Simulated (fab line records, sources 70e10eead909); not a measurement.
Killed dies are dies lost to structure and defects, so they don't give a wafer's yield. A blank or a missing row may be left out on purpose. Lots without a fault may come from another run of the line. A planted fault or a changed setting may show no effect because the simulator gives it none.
A struck lot beside a sound one | flow nand_harc | 14 steps out of a route of 1159
Sound: wafers L341.1, L341.3, L341.4. Struck: wafer L351.2. (L351.5, L351.6 of the same lot were not struck and are left out.) The cause comes at the end.
At each step with rows: each side's tool, then ch and its chambers, then its first start. Under that, the readings that differ: sound wafers | struck wafers | difference of the means | sigmas: that difference in standard deviations of wafers without a fault.
alike: readings whose means differ by less than 2 such deviations, and words and numbers that are the same on both sides. not compared: withheld readings, readings that some wafer has no value for, bounds like >300 that may hide the same value, and numbers for which the record gives no deviation and whose values overlap.
The two part at a step that has a row with sigmas, a row that says differs or no value, or rows on one side only. Numbers that don't overlap but have no deviation are shown without sigmas and don't part them. A reading that every wafer of one side lacks parts them only if that side has two wafers or more.

first, 1 step without rows for these wafers: NHARC_A_ONON_D1_DEP_03 (target thk 1000 nm).
NHARC_A_ONON_D1_THK_MEAS_05: measures by ellipsometry.
  sound on film_metro-01, day 8 13:53; struck on film_metro-01, day 11 22:16
  alike: thk_nm
then, 1 step without rows for these wafers: NHARC_A_ONON_D1_DEP_06 (target thk 1000 nm).
NHARC_A_ONON_D1_THK_MEAS_08: measures by ellipsometry.
  sound on film_metro-02, day 8 14:35; struck on film_metro-02, day 11 22:50
  alike: thk_nm
then, 1 step without rows for these wafers: NHARC_A_ONON_D1_DEP_09 (target thk 1000 nm).
NHARC_A_ONON_D1_THK_MEAS_11: measures by ellipsometry.
  sound on film_metro-01, day 8 15:08; struck on film_metro-02, day 11 23:24
  alike: thk_nm
then, 1 step without rows for these wafers: NHARC_A_ONON_D1_DEP_12 (target thk 1000 nm).
NHARC_A_ONON_D1_THK_MEAS_14: measures by ellipsometry.
  sound on film_metro-01, day 8 15:43; struck on film_metro-02, day 11 23:58
  alike: thk_nm
then, 2 steps without rows for these wafers: NHARC_A_ONON_D1_ANNEAL_15 (time 3600 s); NHARC_A_ONON_D1_DEP_16 (target thk 1000 nm).
NHARC_A_ONON_D1_THK_MEAS_18: measures by ellipsometry.
  sound on film_metro-02, day 9 00:39; struck on film_metro-02, day 12 09:50
  alike: thk_nm
NHARC_A_ONON_D1_DEP_19: target thk 1000 nm.
  sound on pecvd_onon-04 ch 0, day 9 00:42; struck on pecvd_onon-04 ch 0, day 12 09:57
  reading              | sound             | struck | difference | sigmas
  nh3_flow_sccm (sccm) | 498.3 498.8 499.1 | 502.2  | +3.5       | +2
NHARC_A_ONON_D1_THK_MEAS_21: measures by ellipsometry.
  sound on film_metro-02, day 9 01:14; struck on film_metro-02, day 12 10:24
  reading     | sound          | struck | difference | sigmas
  thk_nm (nm) | 1007 1008 1008 | 915    | -93        | -11
then, 1 step without rows for these wafers: NHARC_A_ONON_D1_DEP_22 (target thk 1000 nm).

WHERE THEY PART
First at NHARC_A_ONON_D1_DEP_19; last, within this record, at NHARC_A_ONON_D1_THK_MEAS_21.

WHY: what the simulator had put in
Process parameter drift: pecvd_onon-04, from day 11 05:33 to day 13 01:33, at NHARC_A_ONON_D1_DEP_19. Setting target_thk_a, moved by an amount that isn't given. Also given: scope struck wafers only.
